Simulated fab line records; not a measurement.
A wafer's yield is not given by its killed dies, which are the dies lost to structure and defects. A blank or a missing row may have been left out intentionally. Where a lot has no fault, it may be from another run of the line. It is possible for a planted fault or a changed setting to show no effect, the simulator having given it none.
Chamber matching	flow n5Finfet	3 sister chambers for N5_BEOL_M10_CURE_72 on uvCure-01
The step cures SiCOH lowk, time 120 s. 24 wafers are shown with their chamber, then 12 later ones without.

EACH WAFER AND ITS CHAMBER
wafer	chamber	wafer_temp_C_max	lampPowerPct (%)
L085.3	1	371.2	52.24
L085.5	1	371.3	52.40
L085.6	1	371.9	52.30
L088.2	0	370.6	52.36
L088.5	0	371.2	52.40
L088.6	0	370.8	52.46
L087.1	1	371.1	52.32
L087.2	1	371.1	52.34
L087.3	1	371.3	52.31
L087.4	1	371.1	52.23
L087.5	1	371.0	52.35
L087.6	1	371.4	52.32
L089.1	2	371.8	52.41
L089.4	2	372.2	52.27
L089.6	2	371.6	52.38
L091.1	0	371.0	52.24
L091.2	0	371.0	52.45
L091.3	0	371.3	52.29
L091.4	0	371.0	52.31
L091.5	0	371.4	52.34
L091.6	0	370.9	52.37
L090.2	0	371.5	52.35
L090.3	0	372.0	52.37
L090.6	0	371.3	52.36

SIGNATURES, as means of the wafers listed above
reading	chamber 0	chamber 1	chamber 2	scatter within a chamber
wafer_temp_C_max	371.167	371.267	371.867	0.329
lampPowerPct	52.3583	52.3122	52.3533	0.0598
Rule: a wafer lies at a distance from a chamber equal to the root of the sum of squares, over the readings, of (its reading less the chamber's mean, divided by the reading's scatter). The wafer belongs to the nearest chamber; if the next one is less than 2 further off, it can't be placed. The scatter: take each reading less its chamber's mean, square it, sum over the shown wafers, divide by the number of wafers less the number of chambers, and take the root.

WAFERS WHOSE CHAMBER IS MISSING
wafer	wafer_temp_C_max	lampPowerPct (%)
L094.1	371.4	52.30
L094.3	371.2	52.23
L094.4	371.0	52.25
L095.2	371.3	52.30
L095.4	371.1	52.37
L095.5	371.1	52.33
L096.1	371.9	52.19
L096.3	371.3	52.27
L096.6	371.6	52.26
L097.3	372.6	52.38
L097.4	372.0	52.36
L097.6	371.7	52.33

WHICH CHAMBER EACH WENT THROUGH
wafer	from the rows above	in truth
L094.1	can't be placed: 1 or 0 or 2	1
L094.3	can't be placed: 1 or 0 or 2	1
L094.4	can't be placed: 1 or 0 or 2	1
L095.2	can't be placed: 1 or 0 or 2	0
L095.4	can't be placed: 0 or 1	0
L095.5	can't be placed: 0 or 1 or 2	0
L096.1	can't be placed: 2 or 1 or 0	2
L096.3	can't be placed: 1 or 0 or 2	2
L096.6	can't be placed: 1 or 2 or 0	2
L097.3	can't be placed: 2 or 1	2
L097.4	can't be placed: 2 or 1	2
L097.6	can't be placed: 2 or 1 or 0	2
Correctly placed: 0 of 12. From these rows, 12 cannot be placed; in 12 the true chamber is one of the candidates. Number placed wrongly: 0.
